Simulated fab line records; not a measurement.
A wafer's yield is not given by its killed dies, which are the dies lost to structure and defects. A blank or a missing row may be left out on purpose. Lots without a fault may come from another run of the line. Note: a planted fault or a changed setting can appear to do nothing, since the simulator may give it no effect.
Chamber matching + flow n5 finfet + 4 sister chambers for N5_HKMG_FIN_ALD_71 on ald metal-04
The step deposits TiN, target thk 1 nm, pulse time 1 s, purge time 3 s. 18 wafers are shown with their chamber, then 8 later ones without.

== WAFERS WITH THEIR CHAMBER ==
| wafer  | chamber | heater power w (W) | precursor pulse height rel |
|--------|---------|--------------------|----------------------------|
| L743.3 | 3       | 891                | 0.995                      |
| L743.4 | 0       | 869                | 1.007                      |
| L743.5 | 0       | 824                | 0.970                      |
| L745.2 | 3       | 897                | 1.020                      |
| L745.3 | 2       | 835                | 0.996                      |
| L745.6 | 1       | 978                | 0.976                      |
| L747.1 | 2       | 823                | 1.002                      |
| L747.5 | 2       | 839                | 0.991                      |
| L747.6 | 1       | 934                | 0.998                      |
| L749.2 | 3       | 921                | 0.995                      |
| L749.4 | 0       | 857                | 1.025                      |
| L749.6 | 2       | 822                | 0.999                      |
| L752.1 | 0       | 860                | 0.999                      |
| L752.4 | 1       | 934                | 1.011                      |
| L752.5 | 3       | 908                | 1.040                      |
| L759.3 | 3       | 914                | 0.972                      |
| L759.5 | 0       | 839                | 0.960                      |
| L760.1 | 3       | 893                | 1.008                      |

SIGNATURES (averages over the wafers above)
| reading                    | chamber 0 | chamber 1 | chamber 2 | chamber 3 | scatter within a chamber |
|----------------------------|-----------|-----------|-----------|-----------|--------------------------|
| heater power w             | 849.80    | 948.67    | 829.75    | 904.00    | 15.9                     |
| precursor pulse height rel | 0.99220   | 0.99500   | 0.99700   | 1.00500   | 0.0212                   |
Rule: a wafer's distance from a chamber is the root of the sum, over the readings, of the square of ((its reading less the chamber's mean) divided by the reading's scatter). The wafer belongs to the nearest chamber; if the next one is less than 2 further off, it can't be placed. The scatter: the root of (the sum of the squares of (reading less its chamber's mean) over the shown wafers, divided by (wafers less chambers)).

== WAFERS MISSING THEIR CHAMBER ==
| wafer  | heater power w (W) | precursor pulse height rel |
|--------|--------------------|----------------------------|
| L760.3 | 945                | 1.000                      |
| L760.5 | 873                | 1.015                      |
| L763.2 | 826                | 1.032                      |
| L763.4 | 901                | 0.973                      |
| L763.6 | 833                | 0.998                      |
| L764.1 | 907                | 0.989                      |
| L764.2 | 941                | 0.985                      |
| L764.4 | 815                | 0.983                      |

== THE CHAMBER EACH PASSED THROUGH ==
| wafer  | from the rows above          | in truth |
|--------|------------------------------|----------|
| L760.3 | 1                            | 1        |
| L760.5 | can't be placed: 0 or 3 or 2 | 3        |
| L763.2 | can't be placed: 2 or 0      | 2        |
| L763.4 | can't be placed: 3 or 1 or 0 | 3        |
| L763.6 | can't be placed: 2 or 0      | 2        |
| L764.1 | can't be placed: 3 or 1      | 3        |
| L764.2 | can't be placed: 1 or 3      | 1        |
| L764.4 | can't be placed: 2 or 0      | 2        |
Correct placement for 1 of the 8. Not placeable from these rows: 7 (in 7, the candidates include the true chamber). 0 placed wrongly.
